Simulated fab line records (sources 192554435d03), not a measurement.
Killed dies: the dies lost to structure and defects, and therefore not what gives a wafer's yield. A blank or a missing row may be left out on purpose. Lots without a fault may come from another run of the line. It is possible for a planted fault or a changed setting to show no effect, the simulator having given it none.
Split-lot study | flow n5 finfet | route with 1938 steps; 7 lots, 21 wafers read

== ABOUT THE SPLIT ==
At N5_BEOL_M8_TRENCH_ETCH_37 (etches SiCOH lowk in C4F6/O2, target depth 93.478 nm, time 31.2 s), the setting time s was moved away from the recipe's 31.2 s on 5 of the 21 wafers read, by -21.8% to +19.8%. For the rest of the wafers, this setting stayed at what the recipe calls for.

== FROM THE SPLIT TO THE READING: what the file shows between them, 11 steps ==
- N5_BEOL_M8_ETCH_41: etches SiCN in CH3F/O2, target depth 31.9 nm, time 57.8 s
- N5_BEOL_M8_STRIP_80: strips in N2/H2, time 10 s
- N5_BEOL_M8_OCD_MEAS_38
- N5_BEOL_M8_HM_STRIP_39: strips TiN in peroxide tin strip, target depth 25 nm, time 158 s
- N5_BEOL_M8_SRD_40: time 30 s
- N5_BEOL_M8_PRECLEAN_42: cleans in residue remover, time 60 s
- N5_BEOL_M8_ANNEAL_51: time 90 s
- N5_BEOL_M8_CMP_52: polishes, stops on SiCOH lowk, t overpolish 6.9 s, target thk 80 nm
- N5_BEOL_M8_THK_MEAS_53: measures by xrf
- N5_BEOL_M8_PRE_CLEAN_55: time 15 s
- N5_BEOL_M8_DEP_56: deposits SiCN from 3MS/NH3, target thk 10 nm, time 17.5 s

== THE READING ==
At N5_BEOL_M8_RS_MEAS_57, a four-point-probe measurement gives M8_RS in ohm/sq. A value of 0.289 ohm/sq with a standard deviation of 0.012 ohm/sq is what fault-free wafers of this fab line usually give.

wafer  | tool, chamber at the split | time s as run, s | against the recipe | M8_RS, ohm/sq | against lot-mates on the recipe
L076.1 | rie diel-05, 1             | 31.2             | recipe             | 0.299         | -
L076.5 | rie diel-05, 0             | 37.39            | +19.8%             | 0.215         | -0.080
L076.6 | rie diel-05, 1             | 31.2             | recipe             | 0.292         | -
L078.1 | rie diel-05, 1             | 31.2             | recipe             | 0.283         | -
L078.2 | rie diel-05, 2             | 31.2             | recipe             | 0.279         | -
L078.4 | rie diel-05, 0             | 31.2             | recipe             | 0.279         | -
L080.1 | rie diel-05, 3             | 37.12            | +19.0%             | 0.246         | -0.027
L080.2 | rie diel-05, 2             | 31.2             | recipe             | 0.268         | -
L080.5 | rie diel-05, 2             | 31.2             | recipe             | 0.278         | -
L084.2 | rie diel-03, 2             | 31.2             | recipe             | 0.292         | -
L084.3 | rie diel-03, 3             | 31.2             | recipe             | 0.304         | -
L084.6 | rie diel-03, 0             | 31.2             | recipe             | 0.294         | -
L090.1 | rie diel-06, 1             | 31.2             | recipe             | 0.300         | -
L090.3 | rie diel-06, 0             | 27.21            | -12.8%             | 0.340         | +0.049
L090.5 | rie diel-06, 0             | 31.2             | recipe             | 0.282         | -
L093.1 | rie diel-03, 3             | 31.2             | recipe             | 0.292         | -
L093.3 | rie diel-03, 1             | 24.39            | -21.8%             | 0.392         | +0.100
L093.4 | rie diel-03, 0             | 24.39            | -21.8%             | 0.416         | +0.124
L095.1 | rie diel-05, 2             | 31.2             | recipe             | 0.286         | -
L095.3 | rie diel-05, 0             | 31.2             | recipe             | 0.277         | -
L095.6 | rie diel-05, 2             | 31.2             | recipe             | 0.278         | -

FIT RESULTS
A straight line over all 21 wafers: M8_RS changes by -0.00423 ohm/sq for each +1% of time s; r = -0.94; the points scatter about the line by 0.015 ohm/sq.
The same after taking each lot's own level away (the mean of its wafers on the recipe; 21 wafers): -0.00404 ohm/sq for each +1%; r = -0.94; scatter 0.014 ohm/sq.
Per that fit: largest time s move, reading shift of 0.088 ohm/sq.
The span of the lots' own levels, 0.2730 to 0.2967 ohm/sq, comes to 2.0 times the standard deviation stated above.
The two slopes are in agreement: the lot-to-lot level therefore moves the slope only a little.
Check: +0.0896 ohm/sq against its lot-mates is what the line predicts for one of the wafers moved furthest among these (-21.8%) when that wafer is left out of the fit. It came out at +0.1 ohm/sq against them.

== OTHER SPLITS ON THESE WAFERS ==
These wafers also went through other splits before the reading. Each is held against what the fit with the lots' levels taken away leaves over:
other split on the same wafers | wafers away from the commonest value | r with M8_RS (lot level and that fit taken away)
N5_BEOL_M8_PECVD_70 time s     | 6                                    | +0.06
N5_BEOL_M8_ETCH_65 source w    | 4                                    | +0.11

== THE WHOLE CHAIN: every reading that the file lists as answering this split, in the file's order ==
step                      | what it does                                                      | reading                                                                   | change (the file's fit)                                                            | r (the file's)
N5_BEOL_M8_TRENCH_ETCH_37 | etches SiCOH lowk in C4F6/O2, target depth 93.478 nm, time 31.2 s | BEOL_M8.feature depth nm (the simulator's own value, which no gauge read) | +0.782 nm for each +1% of the setting                                              | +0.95
N5_BEOL_M8_TRENCH_ETCH_37 | etches SiCOH lowk in C4F6/O2, target depth 93.478 nm, time 31.2 s | etch.depth nm (the simulator's own value, which no gauge read)            | +0.781 nm for each +1% of the setting                                              | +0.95
N5_BEOL_M8_OCD_MEAS_38    |                                                                   | trench depth nm                                                           | +0.776 nm for each +1% of the setting                                              | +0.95
N5_BEOL_M8_THK_MEAS_53    | measures by xrf                                                   | M8_THK                                                                    | not straight: 60.6 at the lowest setting, 81.3 at the recipe, 105.1 at the highest | not given
N5_BEOL_M8_RS_MEAS_57     | measures by four-point-probe                                      | M8_RS                                                                     | -0.00373 for each +1% of the setting                                               | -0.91

== THE FILE'S OWN FIT ==
M8_RS changes by -0.00373 ohm/sq for each +1% of time s, r = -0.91.
